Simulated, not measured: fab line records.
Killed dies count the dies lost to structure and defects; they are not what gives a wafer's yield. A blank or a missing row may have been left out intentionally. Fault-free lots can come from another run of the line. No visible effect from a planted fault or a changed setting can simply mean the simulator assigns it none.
Chamber matching    flow nand_harc    NHARC_P_CONTACT_CMP_01 on cmp-03: 4 sister chambers
The step polishes SiO2, target thk 200 nm. 4 wafers are shown with their chamber, then 8 later ones without.

## WAFERS PAIRED WITH THEIR CHAMBERS
wafer   chamber  motor_current_A (A)
L083.2  2        11.9
L082.2  0        11.5
L082.6  1        12.1
L085.1  3        11.1

## WAFERS WHOSE CHAMBER IS MISSING
wafer   motor_current_A (A)
L085.3  11.1
L085.4  11.2
L088.2  12.0
L088.3  11.5
L088.6  11.8
L092.2  11.1
L092.4  12.2
L092.5  11.8

## EACH ONE'S CHAMBER
wafer    from the rows above       in truth
L085.3   3                         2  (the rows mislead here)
L085.4   3                         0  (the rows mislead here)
L088.2   can't be placed: 1 or 2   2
L088.3   0                         0
L088.6   2                         2
L092.2   3                         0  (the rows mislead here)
L092.4   1                         1
L092.5   2                         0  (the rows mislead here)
Placed correctly: 3 of 8. From these rows, 1 cannot be placed; in 1 the true chamber is one of the candidates. Number placed wrongly: 4.
How it was worked out, from the rows above alone: a wafer's distance from a chamber is the root of the sum, over the readings, of the square of ((its reading less the chamber's mean) divided by the reading's scatter). The wafer belongs to the nearest chamber; if the next one is less than 2 further off, it can't be placed. Each chamber's mean is taken over the wafers shown for it. The scatter: with one shown wafer a chamber, the root of the mean of the squares of how far each hidden wafer lies from its nearest shown one.
